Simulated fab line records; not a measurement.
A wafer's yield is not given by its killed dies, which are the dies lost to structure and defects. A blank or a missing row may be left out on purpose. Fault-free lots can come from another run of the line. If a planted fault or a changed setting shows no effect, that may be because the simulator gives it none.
Chamber matching -- flow n5_finfet -- 4 sister chambers for N5_BEOL_M2_ETCH_63 on rie_diel-04
The step etches SiARC in CF4, target depth 15.6 nm, time 26 s. 24 wafers are shown with their chamber, then 12 later ones without.

WAFERS, EACH WITH ITS CHAMBER
wafer,chamber,drypump_motor_current_A (A),throttle_valve_pct (%),showerhead_plenum_p_Torr (Torr)
L076.2,3,5.8,15.56,2.14
L076.3,1,5.7,15.37,2.05
L076.6,0,5.0,15.57,2.08
L077.1,1,5.7,15.34,2.06
L077.2,3,5.8,15.56,2.14
L077.3,0,5.0,15.57,2.08
L077.4,1,5.7,15.35,2.05
L077.5,0,4.9,15.56,2.08
L077.6,3,5.8,15.56,2.14
L084.3,3,5.8,15.60,2.14
L084.4,1,5.7,15.38,2.05
L084.6,3,5.8,15.59,2.14
L087.1,1,5.7,15.41,2.05
L087.4,2,6.8,16.08,2.11
L087.5,3,5.8,15.59,2.13
L088.3,0,5.0,15.62,2.07
L088.5,2,6.8,16.09,2.11
L088.6,1,5.8,15.41,2.05
L093.1,1,5.7,15.41,2.05
L093.3,2,6.8,16.11,2.11
L093.5,0,4.9,15.62,2.07
L094.3,1,5.7,15.43,2.04
L094.5,2,6.8,16.10,2.11
L094.6,3,5.8,15.62,2.13

SIGNATURES, as means of the wafers listed above
reading,chamber 0,chamber 1,chamber 2,chamber 3,scatter within a chamber
drypump_motor_current_A,4.960,5.713,6.800,5.800,0.0322
throttle_valve_pct,15.5880,15.3875,16.0950,15.5829,0.0271
showerhead_plenum_p_Torr,2.0760,2.0500,2.1100,2.1371,0.00481
Rule: a wafer's distance from a chamber is the root of the sum, over the readings, of the square of ((its reading less the chamber's mean) divided by the reading's scatter). The wafer belongs to the nearest chamber; if the next one is less than 2 further off, it can't be placed. How the scatter is found: for the shown wafers, subtract from each reading the mean of its chamber, square and add these, divide the total by (wafers less chambers), then take the root.

WAFERS WHOSE CHAMBER IS MISSING
wafer,drypump_motor_current_A (A),throttle_valve_pct (%),showerhead_plenum_p_Torr (Torr)
L095.1,5.8,15.62,2.13
L095.2,6.8,16.11,2.11
L095.3,5.0,15.64,2.07
L095.4,5.7,15.44,2.04
L095.5,5.7,15.44,2.04
L095.6,5.0,15.63,2.07
L097.1,6.7,16.09,2.11
L097.2,4.9,15.63,2.07
L097.3,5.8,15.65,2.13
L097.4,5.7,15.43,2.04
L097.5,5.8,15.65,2.13
L097.6,6.8,16.11,2.11

WHICH CHAMBER EACH ONE RAN IN
wafer,from the rows above,in truth
L095.1,3,3
L095.2,2,2
L095.3,0,0
L095.4,1,1
L095.5,1,1
L095.6,0,0
L097.1,2,2
L097.2,0,0
L097.3,3,3
L097.4,1,1
L097.5,3,3
L097.6,2,2
Placed correctly: 12 of 12. Left unplaced by these rows: 0. Wrongly placed: 0.
